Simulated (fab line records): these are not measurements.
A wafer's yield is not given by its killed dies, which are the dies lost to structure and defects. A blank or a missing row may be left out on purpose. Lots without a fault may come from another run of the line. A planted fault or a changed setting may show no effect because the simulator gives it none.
Commonality check across tools ; flow n5 finfet ; 33 wafers sampled across 11 lots

WHAT PROMPTED THE OPENING
Flagged at N5_BEOL_M15_INSPECT_30: reading raw defect count, on 2 of 11 lots. Wafers without a fault read 2.3, standard deviation 1.5.
Rule: a lot gets a flag if all its wafers with a number sit over 4 standard deviations from that mean, or if no wafer of it has a number. All remaining lots are regarded as sound.

lot;measured;on;raw defect count, wafer by wafer;flag
L302;day 13 04:01;defect inspect-01;6 0 5;
L303;day 14 09:11;defect inspect-01;1 5 4;
L305;day 14 23:14;defect inspect-01;5 1 4;
L306;day 15 09:44;defect inspect-01;1 4 2;
L311;day 15 21:30;defect inspect-01;>300 261 282;FLAGGED
L314;day 16 18:52;defect inspect-02;278 291 293;FLAGGED
L318;day 17 21:05;defect inspect-01;1 2 1;
L319;day 18 04:34;defect inspect-01;3 4 7;
L324;day 19 10:06;defect inspect-02;1 2 0;
L322;day 20 02:32;defect inspect-01;1 1 3;
L323;day 20 06:26;defect inspect-01;2 0 2;
Flagged lots average 281.0: +278.7 relative to the usual, that is +99 or more standard deviations.

LOT BY LOT: THE TOOL USED
2 process steps preceding the reading are held in the record, out of 1938 steps in the route. In each cell: the tool, then ch and the chambers that the sampled wafers went through, then the start.
lot;flag;N5_BEOL_M14_SPUTTER_45;N5_BEOL_M15_ETCH_59
L302;;pvd sputter-02, day 13 00:05;rie diel-03 ch 0,3, day 13 02:38
L303;;pvd sputter-01, day 14 05:45;rie diel-03 ch 1,2,3, day 14 07:46
L305;;pvd sputter-02, day 14 19:50;rie diel-01 ch 2,3, day 14 21:43
L306;;pvd sputter-02, day 15 06:14;rie diel-03 ch 0,1,3, day 15 08:09
L311;FLAGGED;pvd sputter-03, day 15 18:20;rie diel-03 ch 1,2,3, day 15 20:07
L314;FLAGGED;pvd sputter-01, day 16 15:25;rie diel-03 ch 1,2,3, day 16 17:21
L318;;pvd sputter-03, day 17 17:47;rie diel-06 ch 0,2,3, day 17 19:42
L319;;pvd sputter-03, day 18 01:15;rie diel-01 ch 0,1,3, day 18 03:10
L324;;pvd sputter-02, day 19 06:42;rie diel-03 ch 1,3, day 19 08:35
L322;;pvd sputter-02, day 19 23:07;rie diel-06 ch 0,3, day 20 01:01
L323;;pvd sputter-01, day 20 03:02;rie diel-06 ch 1,3, day 20 05:02
What these steps do:
- N5_BEOL_M14_SPUTTER_45: material Cu, target thk 100 nm, time 16.67 s.
- N5_BEOL_M15_ETCH_59: etches BARC in N2/H2, target depth 89 nm, overetch 26.7 nm, time 67.9 s.
- N5_BEOL_M15_INSPECT_30: inspects for defects (macro).

FLAGGED OVER TOTAL, TOOL BY TOOL (the gauges that took the reading come last)
step;tool;lots run;flagged;share of the flagged lots;sound lots run after its first flagged lot
N5_BEOL_M14_SPUTTER_45;pvd sputter-01;3;1;some;1 (L323)
N5_BEOL_M14_SPUTTER_45;pvd sputter-02;5;0;none;-
N5_BEOL_M14_SPUTTER_45;pvd sputter-03;3;1;some;2 (L318,L319)
N5_BEOL_M15_ETCH_59;rie diel-01;2;0;none;-
N5_BEOL_M15_ETCH_59;rie diel-03;6;2;all;1 (L324)
N5_BEOL_M15_ETCH_59;rie diel-06;3;0;none;-
N5_BEOL_M15_INSPECT_30;defect inspect-01;9;1;some;4 (L318,L319,L322,L323)
N5_BEOL_M15_INSPECT_30;defect inspect-02;2;1;some;1 (L324)

WHAT IS ALLOWED BY THE TABLE
Rows of the table that ran each flagged lot: 1, that is rie diel-03 at N5_BEOL_M15_ETCH_59.
- rie diel-03 at N5_BEOL_M15_ETCH_59 ran 6 lots, 2 of them flagged. Sound lots ran on it after the first flagged one (L324), which a lasting fault on the whole tool wouldn't allow.
Not one row of the table ran every flagged lot while running no sound lot after the first.

WHAT WAS PUT IN BY THE SIMULATOR
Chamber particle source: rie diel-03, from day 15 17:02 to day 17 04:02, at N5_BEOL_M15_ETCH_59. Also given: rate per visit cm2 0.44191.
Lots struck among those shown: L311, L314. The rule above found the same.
